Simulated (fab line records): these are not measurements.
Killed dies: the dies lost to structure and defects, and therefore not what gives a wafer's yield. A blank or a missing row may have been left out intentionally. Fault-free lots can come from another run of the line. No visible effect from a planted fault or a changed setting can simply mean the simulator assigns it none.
Chamber matching | flow n5-finfet | 4 sister chambers for N5_BEOL_M0_ETCH_128 on rie-diel-06
The step etches SiCN in CF4/N2, target depth 12 nm, overetch 5.1 nm, time 21.4 s. 4 wafers are shown with their chamber, then 8 later ones without.

EACH WAFER AND ITS CHAMBER
wafer  | chamber | showerhead-plenum-p-Torr (Torr)
L083.4 | 0       | 2.20
L083.5 | 1       | 2.33
L084.2 | 2       | 2.12
L085.3 | 3       | 2.09

WAFERS WITH NO CHAMBER GIVEN
wafer  | showerhead-plenum-p-Torr (Torr)
L085.5 | 2.20
L085.6 | 2.09
L086.1 | 2.20
L086.5 | 2.33
L086.6 | 2.20
L089.1 | 2.11
L089.4 | 2.20
L089.6 | 2.20

THE CHAMBER EACH PASSED THROUGH
wafer  | from the rows above | in truth
L085.5 | 0                   | 0
L085.6 | 3                   | 3
L086.1 | 0                   | 0
L086.5 | 1                   | 1
L086.6 | 0                   | 0
L089.1 | 2                   | 2
L089.4 | 0                   | 0
L089.6 | 0                   | 0
Correct placement for 8 of the 8. Can't be placed from these rows: 0. Number placed wrongly: 0.
How it was worked out, from the rows above alone: a wafer's distance from a chamber is the root of the sum, over the readings, of the square of ((its reading less the chamber's mean) divided by the reading's scatter). If the next closest chamber is less than 2 further off than the closest, the wafer can't be placed; otherwise it belongs to the closest. A chamber's mean is the mean of its shown wafers. The scatter (one wafer shown for each chamber): square how far every hidden wafer sits from the nearest shown wafer, average those squares and take the square root.
